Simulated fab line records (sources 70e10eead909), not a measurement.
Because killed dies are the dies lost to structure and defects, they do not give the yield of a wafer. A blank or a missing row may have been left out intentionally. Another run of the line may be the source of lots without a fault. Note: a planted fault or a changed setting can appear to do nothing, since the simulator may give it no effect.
Which tool was responsible? / flow nand-harc / 12 lots (36 wafers sampled), 1 step of a 1302-step route

== WHAT THE GAUGES SHOWED, per wafer ==
NHARC_A_CONTACT_CD_MEAS_80.
lot=L075; measured=day 22 15:11; on=cd-sem-03; cd-nm (nm)=289.9 290.0 289.6
lot=L078; measured=day 23 11:23; on=cd-sem-03; cd-nm (nm)=291.1 290.8 291.4
lot=L080; measured=day 24 12:11; on=cd-sem-03; cd-nm (nm)=289.9 288.1 289.9
lot=L081; measured=day 25 04:45; on=cd-sem-01; cd-nm (nm)=288.1 290.5 288.2
lot=L083; measured=day 25 13:36; on=cd-sem-02; cd-nm (nm)=291.7 290.8 290.1
lot=L085; measured=day 26 10:08; on=cd-sem-02; cd-nm (nm)=289.7 288.3 289.5
lot=L087; measured=day 27 01:07; on=cd-sem-03; cd-nm (nm)=289.9 290.7 290.7
lot=L089; measured=day 27 22:43; on=cd-sem-03; cd-nm (nm)=289.3 289.1 288.6
lot=L091; measured=day 28 20:09; on=cd-sem-02; cd-nm (nm)=289.6 289.9 289.4
lot=L093; measured=day 30 01:28; on=cd-sem-02; cd-nm (nm)=288.4 289.5 290.2
lot=L095; measured=day 30 20:02; on=cd-sem-02; cd-nm (nm)=291.6 290.8 292.2
lot=L097; measured=day 31 12:23; on=cd-sem-03; cd-nm (nm)=287.6 287.7 288.0

== WHICH TOOL RAN EACH LOT (tool, then ch and the chambers of the sampled wafers, then the start) ==
Before these readings, the record contains no process step.

== THE ANSWER, worked out from the rows above alone ==
Rule: the lots themselves supply what counts as usual. The widest of any qualifying gaps counts: lots, ordered by their means at a reading, are off when they make up no more than a third of the lots, leave a main group of 4 or more, and stand apart from it by 3 or more times the standard deviation of that group's means. Not used: any main group whose means are identical at the precision the tables above print for the reading. Also off: a lot with no number at a reading for which 4 or more lots have one. Where the step has rows for the other lots, those lots are counted as sound.
None of the lots is off at any reading shown; this tells nothing.

== WHAT THE SIMULATOR PUT IN ==
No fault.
